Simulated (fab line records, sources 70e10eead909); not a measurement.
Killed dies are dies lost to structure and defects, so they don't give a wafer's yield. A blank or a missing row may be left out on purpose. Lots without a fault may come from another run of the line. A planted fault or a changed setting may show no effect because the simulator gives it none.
Chamber matching | flow nand_harc | NHARC_P_STI_DESCUM_14 on rie_diel-13: 4 sister chambers
The step chemistry O2, time 3 s. 4 wafers are shown with their chamber, then 8 later ones without.

WAFERS WITH THEIR CHAMBER
wafer  | chamber | drypump_motor_current_A (A)
L808.5 | 3       | 5.9
L809.3 | 0       | 4.7
L809.6 | 2       | 5.5
L810.3 | 1       | 5.5

WAFERS WITHOUT THEIR CHAMBER
wafer  | drypump_motor_current_A (A)
L810.4 | 5.6
L810.6 | 4.7
L813.3 | 5.4
L813.5 | 5.5
L813.6 | 4.7
L822.2 | 5.9
L822.5 | 4.7
L822.6 | 5.9

WHICH CHAMBER EACH WENT THROUGH
wafer  | from the rows above     | in truth
L810.4 | can't be placed: 1 or 2 | 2
L810.6 | 0                       | 0
L813.3 | can't be placed: 1 or 2 | 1
L813.5 | can't be placed: 1 or 2 | 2
L813.6 | 0                       | 0
L822.2 | 3                       | 3
L822.5 | 0                       | 0
L822.6 | 3                       | 3
Placed correctly: 5 of 8. Can't be placed from these rows: 3 (the true chamber is among the candidates in 3). Placed wrongly: 0.
How it was worked out, from the rows above alone: a wafer's distance from a chamber is the root of the sum, over the readings, of the square of ((its reading less the chamber's mean) divided by the reading's scatter). The wafer belongs to the nearest chamber; if the next one is less than 2 further off, it can't be placed. A chamber's mean is the mean of its shown wafers. The scatter: with one shown wafer a chamber, the root of the mean of the squares of how far each hidden wafer lies from its nearest shown one.
